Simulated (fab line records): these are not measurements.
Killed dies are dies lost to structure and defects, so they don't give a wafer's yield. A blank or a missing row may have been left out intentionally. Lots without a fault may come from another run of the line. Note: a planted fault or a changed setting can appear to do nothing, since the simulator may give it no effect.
2 desks looking at one fault + flow n5 finfet + each desk holds nothing but its own numbers, with what lay behind them at the end

AT THE TOOL OWNER'S DESK: euv scanner-02
The tool's own readings at N5_BEOL_M7_EXPOSE_25 (exposes mask V6, target cd 40 nm): means of the sampled wafers that have a number, for each lot that ran on this tool. Any lot whose mean is over 4 standard deviations away from the usual mean is out of limits and marked OUT; that distance is given in the brackets.
Columns: A = exposure dose mJ cm2 at N5_BEOL_M7_EXPOSE_25, usual 42.46; B = stage msd nm at N5_BEOL_M7_EXPOSE_25, usual 0.870 nm
| lot  | first seen here | A               | B     |
|------|-----------------|-----------------|-------|
| L604 | day 10 20:52    | 42.38           | 0.853 |
| L611 | day 12 05:47    | 42.43           | 0.845 |
| L618 | day 13 14:17    | 41.43 (-21) OUT | 0.839 |
| L619 | day 13 20:11    | 41.61 (-18) OUT | 0.837 |
Finding of this desk: L618, L619 out of limits; the first was L618 at day 13 14:17, on exposure dose mJ cm2 at N5_BEOL_M7_EXPOSE_25. In limits: L604, L611.

THE DEFECT DESK
For each lot, the counts of the inspections along the route, averaged over the sampled wafers that have a number. Any lot whose mean is over 4 standard deviations away from the usual mean is out of limits and marked OUT; that distance is given in the brackets.
Columns: A = raw defect count at N5_BEOL_M7_INSPECT_30, usual 398
| lot  | first seen here | A   |
|------|-----------------|-----|
| L600 | day 9 00:54     | 323 |
| L602 | day 9 14:19     | 284 |
| L603 | day 9 21:24     | 426 |
| L606 | day 10 18:34    | 404 |
| L604 | day 10 21:05    | 323 |
| L611 | day 12 06:00    | 328 |
| L610 | day 12 08:39    | 298 |
| L618 | day 13 14:30    | 397 |
| L619 | day 13 20:25    | 409 |
| L622 | day 14 18:53    | 389 |
Finding of this desk: none of the 10 lots has anything out of limits.

ALL TOGETHER
An alarm could have come from the tool owner's desk at day 13 14:17, on L618, L619.
No out-of-limits result turned up at the defect desk.
The defect desk has L618, L619 on record, within its limits.
N5_BEOL_M7_EXPOSE_25 was run on euv scanner-02 by each of the lots named.

WHAT THE SIMULATOR HAD INSERTED
Process parameter drift: euv scanner-02, from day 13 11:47 on, at N5_BEOL_M7_EXPOSE_25. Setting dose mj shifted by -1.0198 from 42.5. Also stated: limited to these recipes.
Lots struck among those shown: L618, L619.
Hours from the fault's start to each desk's first reading out of limits: the tool owner's desk, 2.
